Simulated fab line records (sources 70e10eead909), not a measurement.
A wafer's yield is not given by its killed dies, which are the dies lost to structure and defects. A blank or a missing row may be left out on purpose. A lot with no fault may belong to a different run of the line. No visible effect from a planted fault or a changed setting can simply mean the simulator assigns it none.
Matching of chambers    flow nandHarc    rieDiel-13 running NHARC_P_BONDPAD_ETCH_37: 4 sister chambers
The step etches the open film in N2/H2, target depth 60 nm, overetch 18 nm, time 65.91 s. 4 wafers are shown with their chamber, then 12 later ones without.

WAFERS WITH THEIR CHAMBER
wafer   chamber  drypumpMotorCurrentA (A)
L088.1  3        5.1
L091.1  2        6.6
L091.3  1        5.5
L091.6  0        5.4

WAFERS WITHOUT THEIR CHAMBER
wafer   drypumpMotorCurrentA (A)
L093.2  5.1
L093.3  5.5
L093.6  6.6
L094.3  5.1
L094.5  5.1
L094.6  6.5
L095.2  6.5
L095.3  5.5
L095.5  6.5
L096.1  6.5
L096.2  5.1
L096.4  5.5

WHICH CHAMBER EACH WENT THROUGH
wafer   from the rows above      in truth
L093.2  3                        3
L093.3  can't be placed: 1 or 0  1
L093.6  2                        2
L094.3  3                        3
L094.5  3                        3
L094.6  2                        2
L095.2  2                        2
L095.3  can't be placed: 1 or 0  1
L095.5  2                        2
L096.1  2                        2
L096.2  3                        3
L096.4  can't be placed: 1 or 0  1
9 of 12 placed correctly. Not placeable from these rows: 3 (in 3, the candidates include the true chamber). Wrongly placed: 0.
How it was worked out, from the rows above alone: a wafer's distance from a chamber is the root of the sum, over the readings, of the square of ((its reading less the chamber's mean) divided by the reading's scatter). The wafer belongs to the nearest chamber; if the next one is less than 2 further off, it can't be placed. A chamber's mean is the mean of its shown wafers. The scatter: root of mean squared gap, hidden wafer to nearest shown wafer, with one shown wafer a chamber.
